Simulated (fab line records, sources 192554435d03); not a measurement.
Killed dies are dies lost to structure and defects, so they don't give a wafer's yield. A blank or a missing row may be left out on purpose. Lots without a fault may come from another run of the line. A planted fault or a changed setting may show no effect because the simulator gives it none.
Chamber matching | flow n5_finfet | N5_BEOL_M14_DESCUM_33 on rie_diel-06: 4 sister chambers
The step chemistry O2, time 7.9 s. 14 wafers are shown with their chamber, then 7 later ones without.

WAFERS WITH THEIR CHAMBER
wafer  | chamber | showerhead_plenum_p_Torr (Torr) | throttle_valve_pct (%) | drypump_motor_current_A (A)
L076.1 | 2       | 2.14                            | 20.25                  | 5.5
L076.4 | 1       | 2.24                            | 20.32                  | 6.1
L076.6 | 2       | 2.14                            | 20.25                  | 5.6
L075.2 | 3       | 2.06                            | 20.80                  | 5.7
L075.5 | 1       | 2.23                            | 20.32                  | 6.0
L075.6 | 0       | 2.15                            | 20.31                  | 5.1
L079.1 | 0       | 2.15                            | 20.31                  | 5.2
L079.2 | 3       | 2.06                            | 20.78                  | 5.7
L079.4 | 1       | 2.23                            | 20.34                  | 6.1
L083.1 | 2       | 2.13                            | 20.28                  | 5.6
L083.5 | 3       | 2.06                            | 20.82                  | 5.7
L083.6 | 2       | 2.13                            | 20.28                  | 5.6
L091.1 | 2       | 2.12                            | 20.30                  | 5.5
L091.3 | 1       | 2.22                            | 20.38                  | 6.0

SIGNATURES (means of the wafers above)
reading                  | chamber 0 | chamber 1 | chamber 2 | chamber 3 | scatter within a chamber
showerhead_plenum_p_Torr | 2.1500    | 2.2300    | 2.1320    | 2.0600    | 0.00693
throttle_valve_pct       | 20.3100   | 20.3400   | 20.2720   | 20.8000   | 0.0225
drypump_motor_current_A  | 5.150     | 6.050     | 5.560     | 5.700     | 0.052
Rule: a wafer's distance from a chamber is the root of the sum, over the readings, of the square of ((its reading less the chamber's mean) divided by the reading's scatter). The wafer belongs to the nearest chamber; if the next one is less than 2 further off, it can't be placed. The scatter: the root of (the sum of the squares of (reading less its chamber's mean) over the shown wafers, divided by (wafers less chambers)).

WAFERS WITHOUT THEIR CHAMBER
wafer  | showerhead_plenum_p_Torr (Torr) | throttle_valve_pct (%) | drypump_motor_current_A (A)
L091.4 | 2.14                            | 20.37                  | 5.1
L092.2 | 2.12                            | 20.33                  | 5.5
L092.4 | 2.05                            | 20.85                  | 5.7
L092.6 | 2.12                            | 20.30                  | 5.5
L096.2 | 2.14                            | 20.37                  | 5.2
L096.3 | 2.12                            | 20.31                  | 5.5
L096.4 | 2.05                            | 20.85                  | 5.6

WHICH CHAMBER EACH WENT THROUGH
wafer  | from the rows above | in truth
L091.4 | 0                   | 0
L092.2 | 2                   | 2
L092.4 | 3                   | 3
L092.6 | 2                   | 2
L096.2 | 0                   | 0
L096.3 | 2                   | 2
L096.4 | 3                   | 3
Placed correctly: 7 of 7. Can't be placed from these rows: 0. Placed wrongly: 0.
